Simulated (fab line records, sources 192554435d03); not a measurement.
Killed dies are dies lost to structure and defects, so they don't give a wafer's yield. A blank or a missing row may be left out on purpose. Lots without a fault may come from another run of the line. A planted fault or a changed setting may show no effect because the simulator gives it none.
Chamber matching | flow n5_finfet | N5_HKMG_FIN_ALD_71 on ald_metal-02: 4 sister chambers
The step deposits TiN, target thk 1 nm, pulse time 1 s, purge time 3 s. 14 wafers are shown with their chamber, then 7 later ones without.

WAFERS WITH THEIR CHAMBER
wafer  | chamber | heater_power_w (W) | precursor_pulse_height_rel
L078.1 | 0       | 870                | 0.955
L078.3 | 3       | 916                | 1.016
L078.5 | 2       | 869                | 1.005
L079.1 | 2       | 870                | 0.991
L079.4 | 1       | 1030               | 0.971
L079.6 | 1       | 995                | 0.996
L081.1 | 1       | 982                | 1.027
L081.3 | 0       | 854                | 1.011
L081.6 | 3       | 923                | 0.993
L086.1 | 3       | 907                | 0.999
L086.2 | 0       | 840                | 0.996
L086.4 | 1       | 1013               | 0.999
L092.4 | 3       | 914                | 0.998
L092.5 | 3       | 940                | 1.038

SIGNATURES (means of the wafers above)
reading                    | chamber 0 | chamber 1 | chamber 2 | chamber 3 | scatter within a chamber
heater_power_w             | 854.67    | 1005.00   | 869.50    | 920.00    | 15.5
precursor_pulse_height_rel | 0.98733   | 0.99825   | 0.99800   | 1.00880   | 0.0217
Rule: a wafer's distance from a chamber is the root of the sum, over the readings, of the square of ((its reading less the chamber's mean) divided by the reading's scatter). The wafer belongs to the nearest chamber; if the next one is less than 2 further off, it can't be placed. The scatter: the root of (the sum of the squares of (reading less its chamber's mean) over the shown wafers, divided by (wafers less chambers)).

WAFERS WITHOUT THEIR CHAMBER
wafer  | heater_power_w (W) | precursor_pulse_height_rel
L092.6 | 860                | 0.933
L095.1 | 918                | 1.043
L095.3 | 877                | 1.012
L095.5 | 872                | 1.006
L096.1 | 846                | 1.012
L096.5 | 852                | 0.963
L096.6 | 1000               | 1.009

WHICH CHAMBER EACH WENT THROUGH
wafer  | from the rows above          | in truth
L092.6 | can't be placed: 0 or 2      | 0
L095.1 | 3                            | 3
L095.3 | can't be placed: 2 or 0 or 3 | 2
L095.5 | can't be placed: 2 or 0      | 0
L096.1 | can't be placed: 0 or 2      | 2
L096.5 | can't be placed: 0 or 2      | 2
L096.6 | 1                            | 1
Placed correctly: 2 of 7. Can't be placed from these rows: 5 (the true chamber is among the candidates in 5). Placed wrongly: 0.
